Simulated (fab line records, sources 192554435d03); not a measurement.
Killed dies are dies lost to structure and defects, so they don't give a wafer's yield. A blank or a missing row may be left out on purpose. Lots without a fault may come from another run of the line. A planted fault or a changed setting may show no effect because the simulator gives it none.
fab line records | flow n5_finfet
record lots=9 wafers=26 last_day=17
route steps=1938 shown BEOL_M0_SAQP@676 BEOL_M0_CUTY@702 BEOL_M4@1111
lots that met no fault: from a run of the same line without faults
start_h: hours from the record's first day to the start of the lot's first wafer shown | wait_h: hours since the lot's step before | " the same as in the row above | L1.1+2: a row that stands for several wafers | - no value, or no start given | * or withheld: withheld | < > ~ a bound
route shown NAME@n: a module of which the file shows steps, and the number in the route of the first | usual: mean/standard deviation of fault-free wafers | same: alike in all rows | chamber/n: place in a boat | sites: the reading at each site | _std_site: their standard deviation | _edge_site: outer sites' mean less inner sites' | radius_mm: how far each site lies from the wafer's centre | mask NAME#n: copy n | behind: the tool/chamber that last shaped the wafer | hold: why the lot was held/for how many hours/how that ended | device: the transistor (n, p or np) that didn't switch | end of line: the same wafers' tests at the end of the route | a step without rows: its recipe alone | killed: dies lost to structure and defects at the first sort, not the wafer's yield | map: a wafer's dies, x killed, . not, _ none there
set.NAME: the setting as run; set.NAME@STEP: as run at that earlier step | model.NAME: the simulator's own value behind a step, which no gauge read
steps of the route over a sample of lots; a table a step, a row a wafer
services: from which hour (start_h, from the record's first day; less than 0 if before it) a tool's chamber was out of use, for how many hours, and why
## steps
# step N5_BEOL_M0_SAQP_SPACER2_ALD_26
# recipe material=SiO2 target_thk_a=150 temp_c=300 ald_precursor_family=BDEAS ald_co_reactant=O2-plasma pulse_time_s=1 purge_time_s=2 co_reactant_purge_time_s=2 pressure_torr=2
# usual heater_power_w=485/60 precursor_pulse_height_rel=0.999/0.02
# columns lot.wafer tool chamber start_h wait_h heater_power_w precursor_pulse_height_rel
L393.2 ald_sin-01 0 129.26 0.1 468 0.991
L393.3 " 1 " " 512 1.061
L393.5 " 2 " " 398 1.008
L396.4 ald_sin-02 1 147.94 0.1 521 0.998
L396.5 " 0 " " 422 1.009
L396.6 " 1 " " 524 1.017
L397.3 ald_sin-03 0 159.41 0.1 428 0.980
L397.4 " 2 " " 492 0.972
L397.5 " 0 " " 435 1.009
L400.2 ald_sin-01 1 169.29 0.5 512 1.011
L400.6 " 2 " " 403 1.026
L402.1 ald_sin-01 2 187.20 0.6 402 0.979
L402.2 " 1 " " 533 1.027
L402.4 " 3 " " 584 1.045
L405.1 ald_sin-02 2 199.26 0.2 481 1.007
L405.3 " 3 " " 407 0.985
L405.4 " 1 " " 537 0.960
L404.1 ald_sin-03 2 205.64 0.1 490 0.992
L404.4 " 1 " " 514 1.020
L404.5 " 3 " " 525 1.008
L410.1 ald_sin-02 0 232.33 0.4 404 0.998
L410.2 " 1 " " 552 1.023
L410.6 " 3 " " 413 0.969
L411.3 ald_sin-01 0 244.74 0.1 462 0.992
L411.5 " 2 " " 409 1.025
L411.6 " 1 " " 514 1.009
# step N5_BEOL_M0_SAQP_ETCH_49
# recipe chemistry=CF4/O2 target_depth_a=370 target=SiO2 pressure_mtorr=40 source_w=535 bias_w=49 Ar_flow_sccm=100 cf4_flow_sccm=100 O2_flow_sccm=10 ion_energy_ev=100
# usual drypump_motor_current_A=5.51/0.26 oes_product_au=0.78/0.081 rf_vpp_V=241/5.3 showerhead_plenum_p_Torr=2.21/0.066 throttle_valve_pct=15.82/0.28
# columns lot.wafer tool chamber start_h wait_h drypump_motor_current_A oes_product_au rf_hours_counter_h rf_vpp_V showerhead_plenum_p_Torr throttle_valve_pct
L393.2 rie_diel-06 1 131.68 0.3 5.31 0.69 198 244 2.18 15.97
L393.3 " 3 " " 5.89 0.88 52 244 2.33 15.44
L393.5 " 3 " " 5.88 0.88 - 243 2.33 15.43
L396.4 rie_diel-01 2 149.95 0.3 5.72 0.69 224 246 2.28 16.37
L396.5 " 2 " " 5.73 0.69 - 244 2.28 16.36
L396.6 " 1 " " 5.47 0.71 - 240 2.26 15.79
L397.3 rie_diel-02 3 161.72 0.3 5.35 0.76 149 238 2.11 15.84
L397.4 " 0 " " 5.10 0.68 227 245 2.25 15.92
L397.5 " 2 " " 5.84 0.84 - 249 2.22 15.36
L400.2 rie_diel-06 0 171.97 0.3 5.79 0.70 225 238 2.20 16.16
L400.6 " 3 " " 5.88 0.87 - 245 2.33 15.46
L402.1 rie_diel-06 0 189.31 0.3 5.75 0.70 231 237 2.20 16.18
L402.2 " 1 " " 5.31 0.68 218 243 2.18 16.00
L402.4 " 3 " " 5.89 0.87 70 244 2.33 15.48
L405.1 rie_diel-02 2 201.37 0.3 5.84 0.83 84 250 2.22 15.39
L405.3 " 0 " " 5.11 0.68 241 246 2.25 15.95
L405.4 " 3 " " 5.34 0.75 162 237 2.11 15.86
L404.1 rie_diel-02 1 207.75 0.3 5.67 0.83 71 245 2.13 15.78
L404.4 " 0 " " 5.11 0.67 243 246 2.25 15.95
L404.5 " 3 " " 5.34 0.75 - 238 2.10 15.87
L410.1 rie_diel-06 2 234.53 0.3 5.40 0.72 196 232 2.28 15.73
L410.2 " 0 " " 5.75 0.69 245 236 2.19 16.20
L410.6 " 3 " " 5.87 0.85 - 243 2.32 15.51
L411.3 rie_diel-01 0 246.80 0.3 5.44 0.74 173 232 2.11 15.94
L411.5 " 3 " " 5.18 0.83 - 240 2.23 16.05
L411.6 " 0 " " 5.44 0.75 - 230 2.11 15.93
# step N5_BEOL_M0_CUTY_COAT_51
# recipe resist=CAR-ArF-block spin_rpm=1500 resist_thk_nm=150
# usual dispense_pressure_kPa=50/4.2 spin_speed_rpm=1500.1/1.1
# columns lot.wafer tool chamber start_h wait_h dispense_pressure_kPa spin_speed_rpm
L393.2 litho_track-05 0 131.83 - 43 1498.9
L393.3 " 0 " " 43 1501.0
L393.5 " 0 " " 43 1498.6
L396.4 litho_track-04 0 150.10 - 55 1498.9
L396.5 " 0 " " 55 1500.3
L396.6 " 0 " " 55 1500.2
L397.3 litho_track-04 0 161.87 - 55 1500.2
L397.4 " 0 " " 55 1499.6
L397.5 " 0 " " 55 1500.1
L400.2 litho_track-04 0 172.12 - 55 1570.9
L400.6 " 0 " " 55 1572.1
L402.1 litho_track-04 0 189.46 - 55 1572.8
L402.2 " 0 " " 55 1571.7
L402.4 " 0 " " 55 1572.8
L405.1 litho_track-02 0 201.52 - 49 1500.7
L405.3 " 0 " " 49 1500.4
L405.4 " 0 " " 49 1500.1
L404.1 litho_track-05 0 207.90 - 43 1499.8
L404.4 " 0 " " 43 1500.2
L404.5 " 0 " " 43 1499.2
L410.1 litho_track-05 0 234.68 - 43 1498.9
L410.2 " 0 " " 43 1500.5
L410.6 " 0 " " 43 1499.2
L411.3 litho_track-02 0 246.95 - 49 1501.8
L411.5 " 0 " " 49 1501.6
L411.6 " 0 " " 49 1501.2
# step N5_BEOL_M0_CUTY_ETCH_62
# recipe chemistry=CF4 target=SiARC mask_material=CAR-ArF-block time_s=58.5 ion_energy_ev=80 pressure_mtorr=40 source_w=545 bias_w=36 Ar_flow_sccm=100 cf4_flow_sccm=100 ends=cleared
# usual drypump_motor_current_A=5.9/0.45 etch_rf_on_time_s=58.5/1.2 oes_product_au=0.64/0.072 rf_vpp_V=183.9/1.1 showerhead_plenum_p_Torr=2.13/0.063 throttle_valve_pct=15.59/0.22
# columns lot.wafer tool chamber start_h wait_h drypump_motor_current_A etch_rf_on_time_s oes_product_au rf_hours_counter_h rf_vpp_V showerhead_plenum_p_Torr throttle_valve_pct
L393.2 rie_diel-03 0 132.30 0.0 5.4 58.4 0.63 172 183.6 2.14 15.67
L393.3 " 3 " " 5.5 56.7 0.80 23 183.2 2.12 15.58
L393.5 " 2 " " 6.0 59.1 0.62 - 185.6 2.20 16.05
L396.4 rie_diel-04 2 150.54 0.0 6.4 58.6 0.61 - 184.6 2.12 15.90
L396.5 " 1 " " 6.1 57.0 0.60 - 185.2 2.19 15.43
L396.6 " 3 " " 6.1 58.6 0.69 - 182.1 2.07 15.34
L397.3 rie_diel-05 0 163.61 0.0 5.8 59.5 0.58 234 183.0 2.02 15.54
L397.4 " 3 " " 6.2 59.8 0.59 225 184.6 2.20 15.47
L397.5 " 3 " " 6.2 59.7 0.60 - 184.5 2.20 15.47
L400.2 rie_diel-04 2 173.11 0.0 6.4 58.1 0.60 210 184.2 2.11 15.92
L400.6 " 3 " " 6.0 58.6 0.67 - 183.9 2.07 15.37
L402.1 rie_diel-03 2 190.07 0.0 5.9 58.8 0.60 228 185.0 2.19 16.10
L402.2 " 1 " " 6.6 55.4 0.74 64 183.9 2.09 15.31
L402.4 " 0 " " 5.4 58.6 0.61 195 185.1 2.13 15.71
L405.1 rie_diel-03 0 202.05 0.0 5.3 59.2 0.60 200 183.0 2.13 15.71
L405.3 " 3 " " 5.5 57.1 0.75 51 182.9 2.11 15.64
L405.4 " 1 " " 6.6 55.8 0.73 70 183.8 2.09 15.33
L404.1 rie_diel-05 0 208.58 0.0 5.9 58.5 0.58 246 182.5 2.02 15.56
L404.4 " 2 " " 5.9 57.7 0.59 250 181.9 2.03 15.87
L404.5 " 0 " " 5.9 57.9 0.58 - 182.6 2.02 15.57
L410.1 rie_diel-04 0 235.15 0.0 6.6 61.0 0.58 223 184.7 2.20 15.48
L410.2 " 3 " " 6.1 59.5 0.66 141 181.5 2.06 15.43
L410.6 " 3 " " 6.1 59.4 0.65 - 184.4 2.06 15.41
L411.3 rie_diel-05 3 247.42 0.0 6.1 59.3 0.58 254 184.7 2.19 15.50
L411.5 " 2 " " 6.0 55.5 0.84 - 186.1 2.28 15.40
L411.6 " 1 " " 5.0 59.6 0.59 - 184.1 2.12 15.55
# step N5_BEOL_M4_RC_MEAS_101
# usual DIBL_N=36.6/1.7 DIBL_P=36.7/2 IOFF_N=0.16/0.033 IOFF_P=0.22/0.04 ION_N=673/12 ION_P=463/7.9 SS_N=71.7/0.58 SS_P=73.3/0.64 VT_N=249/3.3 VT_P=-249/3.1
# columns lot.wafer tool chamber start_h wait_h DIBL_N[mV/V] DIBL_P[mV/V] IOFF_N[nA/um] IOFF_P[nA/um] ION_N[uA/um] ION_P[uA/um] SS_N[mV/dec] SS_P[mV/dec] VT_N[mV] VT_P[mV]
L393.2 prober-02 0 176.80 0.2 37.4 36.5 0.15 0.24 659 462 71.5 73.7 254 -248
L393.3 " 0 " " 36.6 35.8 0.14 0.22 675 468 71.6 72.6 251 -247
L393.5 " 0 " " 35.1 33.8 0.12 0.19 660 459 71.0 72.4 260 -251
L396.4 prober-02 0 195.83 0.5 35.9 36.8 0.18 0.22 673 455 71.8 72.9 247 -251
L396.5 " 0 " " 35.9 37.5 0.19 0.24 684 461 72.5 73.3 244 -250
L396.6 " 0 " " 36.2 36.7 0.20 0.24 679 458 72.3 73.2 246 -250
L397.3 prober-02 0 206.87 0.3 36.4 33.6 0.15 0.16 659 444 72.3 72.5 252 -255
L397.4 " 0 " " 35.3 33.9 0.13 0.17 662 460 71.5 72.7 254 -250
L397.5 " 0 " " 37.1 35.6 0.15 0.19 655 451 72.4 73.2 253 -251
L400.2 prober-02 0 219.23 0.2 35.9 36.2 0.15 0.24 672 473 72.1 73.4 252 -244
L400.6 " 0 " " 37.6 37.4 0.17 0.25 660 458 71.8 73.1 249 -246
L402.1 prober-01 0 239.00 0.0 38.0 36.8 0.17 0.23 673 459 72.2 73.5 249 -250
L402.2 " 0 " " 38.7 37.3 0.19 0.25 683 459 72.0 74.0 248 -247
L402.4 " 0 " " 37.4 36.1 0.16 0.23 670 462 71.8 73.5 250 -248
L405.1 prober-02 0 247.87 0.0 37.6 36.5 0.17 0.23 677 465 71.9 72.9 248 -250
L405.3 " 0 " " 35.9 35.0 0.15 0.20 673 459 71.4 73.3 249 -251
L405.4 " 0 " " 37.7 35.6 0.17 0.21 662 452 72.7 73.9 248 -250
L404.1 prober-01 0 266.99 0.0 35.8 36.1 0.14 0.21 670 464 71.4 72.9 253 -250
L404.4 " 0 " " 38.3 39.4 0.19 0.27 676 463 71.7 73.5 249 -248
L404.5 " 0 " " 36.5 37.3 0.16 0.23 676 465 71.3 73.4 251 -247
L410.1 prober-02 0 302.10 0.0 38.3 41.5 0.21 0.27 694 478 72.5 74.8 247 -251
L410.2 " 0 " " 37.6 39.8 0.18 0.23 677 462 71.8 73.7 251 -249
L410.6 " 0 " " 36.4 38.1 0.16 0.21 669 459 72.8 74.0 252 -251
L411.3 prober-02 0 311.96 0.3 38.8 39.4 0.23 0.33 705 492 72.3 74.1 243 -241
L411.5 " 0 " " 39.8 39.9 0.24 0.33 710 487 71.7 73.6 243 -240
L411.6 " 0 " " 38.0 37.9 0.19 0.29 676 473 71.3 73.4 247 -245
## services
# columns tool chamber start_h hours kind
rie_diel-04 1 111.29 4.4 repair
rie_diel-06 2 125.43 12.1 repair
ald_sin-03 2 129.97 7.7 repair
rie_diel-04 0 137.60 42.6 repair
rie_diel-02 3 142.67 1.8 repair
rie_diel-01 2 164.28 2.8 repair
rie_diel-05 - 172.74 15.6 pm
ald_sin-02 - 176.75 14.0 pm
ald_sin-02 0 176.75 14.0 vent_cycle
ald_sin-02 1 176.75 14.0 vent_cycle
ald_sin-02 2 176.75 14.0 vent_cycle
ald_sin-02 3 176.75 14.0 vent_cycle
ald_sin-02 0 190.75 - clean
ald_sin-02 1 190.75 - clean
ald_sin-02 2 190.75 - clean
ald_sin-02 3 190.75 - clean
ald_sin-02 3 190.79 - calibration
rie_diel-05 2 209.68 - clean
rie_diel-05 2 209.68 - consumable_replace:focus_ring
rie_diel-04 - 223.43 2.3 repair
ald_sin-02 1 224.96 5.9 repair
rie_diel-01 2 235.33 5.0 repair
rie_diel-03 1 242.80 8.4 repair
rie_diel-02 1 243.32 8.0 repair
## key
first_sign step=N5_BEOL_M0_CUTY_COAT_51 reading=spin_speed_rpm direction=up sigmas=64 usual=* struck=*
effect none on later readings
met_at N5_BEOL_M0_CUTY_COAT_51
struck_lots L400,L402
not_acting_at N5_BEOL_M0_SAQP_SPACER2_ALD_26,N5_BEOL_M0_SAQP_ETCH_49,N5_BEOL_M0_CUTY_ETCH_62
onset_between 161.87 172.12
fault kind=process_parameter_drift tool=litho_track-04 chamber=- onset_h=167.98 steps=N5_BEOL_M0_CUTY_COAT_51 channel=spin_rpm offset=* shape=step end_h=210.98 acts_in=* stated=*
